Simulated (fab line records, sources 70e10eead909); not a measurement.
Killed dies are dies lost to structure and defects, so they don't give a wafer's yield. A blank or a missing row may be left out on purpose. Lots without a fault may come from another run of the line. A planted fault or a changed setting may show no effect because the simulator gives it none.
Which tool did it? | flow nand_harc | 24 lots, 72 wafers sampled, at 1 step of a route of 1302

WHAT THE GAUGES READ, wafer by wafer
NHARC_A_CONTACT_INSPECT_10. Usual: raw_defect_count 86, standard deviation 47.
lot  | measured     | on                | raw_defect_count | flag
L074 | day 22 08:02 | defect_inspect-01 | 100 83 85        |
L075 | day 22 08:39 | defect_inspect-02 | 122 123 109      |
L077 | day 22 21:50 | defect_inspect-02 | 30 20 21         |
L076 | day 22 23:25 | defect_inspect-02 | 142 155 144      |
L078 | day 23 12:13 | defect_inspect-01 | 159 144 152      |
L080 | day 23 20:39 | defect_inspect-01 | 91 80 87         |
L081 | day 24 22:31 | defect_inspect-01 | 144 180 159      |
L079 | day 25 00:17 | defect_inspect-01 | 74 65 67         |
L082 | day 25 16:04 | defect_inspect-02 | 147 147 191      |
L083 | day 25 17:55 | defect_inspect-02 | 28 31 32         |
L084 | day 26 15:52 | defect_inspect-02 | 79 78 71         |
L085 | day 27 08:03 | defect_inspect-01 | 96 96 108        |
L087 | day 27 09:52 | defect_inspect-02 | 55 52 55         |
L086 | day 27 17:04 | defect_inspect-02 | 94 98 88         |
L089 | day 28 05:58 | defect_inspect-02 | 23 20 31         |
L088 | day 28 09:27 | defect_inspect-01 | 141 143 136      |
L091 | day 28 23:20 | defect_inspect-02 | 27 28 26         |
L090 | day 29 03:04 | defect_inspect-01 | 161 142 141      |
L092 | day 29 11:41 | defect_inspect-01 | 55 70 49         |
L093 | day 29 16:33 | defect_inspect-02 | 32 39 34         |
L095 | day 30 16:02 | defect_inspect-01 | 111 131 146      |
L094 | day 30 17:17 | defect_inspect-02 | 51 34 57         |
L097 | day 31 00:28 | defect_inspect-02 | 50 55 71         |
L096 | day 31 08:31 | defect_inspect-01 | 49 48 35         |

WHICH TOOL RAN EACH LOT (tool, then ch and the chambers of the sampled wafers, then the start)
The record holds no process step before these readings.

WHAT THE TOOLS THEMSELVES READ (means of the sampled wafers that have a number; where no wafer has one, the mark that the record gives instead)
The record holds no such reading with a usual standard deviation.

THE ANSWER, worked out from the rows above alone
Rule: a lot is off if the mean of its wafers that have a number lies more than 3 standard deviations from the usual mean. A lot without any number at a reading at which 4 lots or more have one is off too. The other lots that the step has rows for count as sound. The gauges are gone through in route order, then the tools' own readings, and for those a lot's mean is taken as printed above. The first step at which some lot is off is used, and at that step the reading that is off furthest; a lot without a number counts as furthest.
No lot is off at any reading shown: from this, nothing can be told.

WHAT THE SIMULATOR HAD PUT IN
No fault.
